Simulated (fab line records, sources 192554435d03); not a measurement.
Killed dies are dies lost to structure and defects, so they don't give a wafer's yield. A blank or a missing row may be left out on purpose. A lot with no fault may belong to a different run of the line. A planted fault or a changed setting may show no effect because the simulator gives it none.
Chamber matching | flow n5-finfet | 3 sister chambers for N5_BEOL_M12_DEP_53 on pecvd-02
The step deposits SiCN from 3MS/NH3, target thk 30 nm, time 10.5 s. 14 wafers are shown with their chamber, then 7 later ones without.

== WAFERS WITH THEIR CHAMBER ==
wafer  | chamber | throttle-valve-pct (%) | showerhead-plenum-p-Torr (Torr)
L078.2 | 2       | 18.1                   | 4.126
L078.4 | 2       | 18.1                   | 4.107
L078.6 | 0       | 18.2                   | 4.188
L079.1 | 0       | 18.2                   | 4.180
L079.2 | 1       | 16.2                   | 4.167
L079.3 | 2       | 18.2                   | 4.118
L082.1 | 1       | 16.5                   | 4.172
L082.5 | 1       | 16.5                   | 4.171
L082.6 | 0       | 18.6                   | 4.177
L085.1 | 0       | 18.4                   | 4.182
L085.4 | 2       | 18.2                   | 4.126
L085.5 | 1       | 16.5                   | 4.168
L088.3 | 0       | 18.4                   | 4.182
L088.4 | 0       | 18.7                   | 4.188

SIGNATURES, as means of the wafers listed above
reading                  | chamber 0 | chamber 1 | chamber 2 | scatter within a chamber
throttle-valve-pct       | 18.417    | 16.425    | 18.150    | 0.161
showerhead-plenum-p-Torr | 4.18283   | 4.16950   | 4.11925   | 0.00569
Rule: a wafer lies at a distance from a chamber equal to the root of the sum of squares, over the readings, of (its reading less the chamber's mean, divided by the reading's scatter). If the next closest chamber is less than 2 further off than the closest, the wafer can't be placed; otherwise it belongs to the closest. The scatter is the square root of a quotient: the sum, over the shown wafers, of each reading's squared deviation from its chamber's mean, divided by wafers minus chambers.

== WAFERS WHOSE CHAMBER IS MISSING ==
wafer  | throttle-valve-pct (%) | showerhead-plenum-p-Torr (Torr)
L088.5 | 18.2                   | 4.125
L089.2 | 18.4                   | 4.118
L089.4 | 18.3                   | 4.125
L089.5 | 18.5                   | 4.186
L095.4 | 16.3                   | 4.182
L095.5 | 18.3                   | 4.103
L095.6 | 18.3                   | 4.189

== WHICH CHAMBER EACH ONE RAN IN ==
wafer  | from the rows above | in truth
L088.5 | 2                   | 2
L089.2 | 2                   | 2
L089.4 | 2                   | 2
L089.5 | 0                   | 0
L095.4 | 1                   | 1
L095.5 | 2                   | 2
L095.6 | 0                   | 0
Correct placement for 7 of the 7. Number that these rows cannot place: 0. Number placed wrongly: 0.
